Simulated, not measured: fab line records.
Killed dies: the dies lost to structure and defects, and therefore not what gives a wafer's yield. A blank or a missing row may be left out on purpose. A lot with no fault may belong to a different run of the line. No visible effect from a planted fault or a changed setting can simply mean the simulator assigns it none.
Lot-split experiment | flow n5 finfet | 7 lots, 21 wafers read, on a route of 1938 steps

== ABOUT THE SPLIT ==
At N5_BEOL_M2_ETCH_74 (etches underlayer in N2/H2, target depth 6.5 nm, time 5.2 s), the setting source w was moved away from the recipe's 840 W on 5 of the 21 wafers read, by -14.2% to +8.9%. For the rest of the wafers, this setting stayed at what the recipe calls for.

The reading comes from the split's own step.

== THE READING ==
rf vpp V, in V, at N5_BEOL_M2_ETCH_74 (etches underlayer in N2/H2, target depth 6.5 nm, time 5.2 s). A value of 522.8 V with a standard deviation of 2.3 V is what fault-free wafers of this fab line usually give.

wafer  | tool, chamber at the split | source w as run, W | against the recipe | rf vpp V, V | against lot-mates on the recipe
L075.1 | rie diel-05, 1             | 840                | recipe             | 521.0       | -
L075.2 | rie diel-05, 2             | 840                | recipe             | 521.0       | -
L075.5 | rie diel-05, 3             | 840                | recipe             | 523.5       | -
L080.2 | rie diel-05, 3             | 840                | recipe             | 524.0       | -
L080.5 | rie diel-05, 3             | 840                | recipe             | 523.1       | -
L080.6 | rie diel-05, 0             | 840                | recipe             | 521.4       | -
L081.1 | rie diel-05, 1             | 914.6              | +8.9%              | 503.9       | -16.5
L081.3 | rie diel-05, 0             | 914.6              | +8.9%              | 508.5       | -11.9
L081.5 | rie diel-05, 1             | 840                | recipe             | 520.4       | -
L084.1 | rie diel-06, 2             | 720.6              | -14.2%             | 551.9       | +28.1
L084.2 | rie diel-06, 1             | 720.6              | -14.2%             | 548.2       | +24.4
L084.3 | rie diel-06, 3             | 840                | recipe             | 523.8       | -
L088.2 | rie diel-06, 2             | 840                | recipe             | 523.2       | -
L088.3 | rie diel-06, 0             | 840                | recipe             | 524.3       | -
L088.5 | rie diel-06, 3             | 840                | recipe             | 521.1       | -
L092.1 | rie diel-06, 0             | 840                | recipe             | 522.9       | -
L092.4 | rie diel-06, 2             | 840                | recipe             | 521.8       | -
L092.5 | rie diel-06, 1             | 840                | recipe             | 519.6       | -
L096.1 | rie diel-03, 0             | 840                | recipe             | 520.5       | -
L096.2 | rie diel-03, 2             | 890.4              | +6.0%              | 517.0       | -4.0
L096.3 | rie diel-03, 1             | 840                | recipe             | 521.5       | -

FIT RESULTS
A straight line over all 21 wafers: rf vpp V changes by -1.85 V for each +1% of source w; r = -0.98; the points scatter about the line by 2.1 V.
The same after taking each lot's own level away (the mean of its wafers on the recipe; 21 wafers): -1.71 V for each +1%; r = -0.98; scatter 2 V.
The reading moves by 24 V for the largest change in source w, on that fit.
The lots' own levels span 520.40 to 523.80 V, that is 1.5 times the standard deviation above.
Hence the lot-to-lot level has little effect on the slope; both slopes agree.
Check: with one of the wafers moved furthest among these (-14.2%) left out of the fit, the line predicts +22.9 V for it against its lot-mates. It came out at +28.1 V against them.
Tool readings at the split's step, against how far the setting was moved: etch rf on time s r = -0.95; rf vpp V r = -0.98.

== FURTHER SPLITS ON THESE WAFERS ==
Before the reading, these wafers also passed through other splits. Each is held against what the fit with the lots' levels taken away leaves over:
other split on the same wafers | wafers away from the commonest value | r with rf vpp V (lot level and that fit taken away)
N5_BEOL_M1_ETCH_64 bias w      | 7                                    | -0.23

== THE WHOLE CHAIN: every reading that the file lists as answering this split, in the file's order ==
step               | what it does                                                | reading           | change (the file's fit)              | r (the file's)
N5_BEOL_M2_ETCH_74 | etches underlayer in N2/H2, target depth 6.5 nm, time 5.2 s | etch rf on time s | withheld for each +1% of the setting | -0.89
N5_BEOL_M2_ETCH_74 | etches underlayer in N2/H2, target depth 6.5 nm, time 5.2 s | rf vpp V          | -1.65 V for each +1% of the setting  | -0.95

== THE FILE'S OWN FIT ==
rf vpp V changes by -1.65 V for each +1% of source w, r = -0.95.
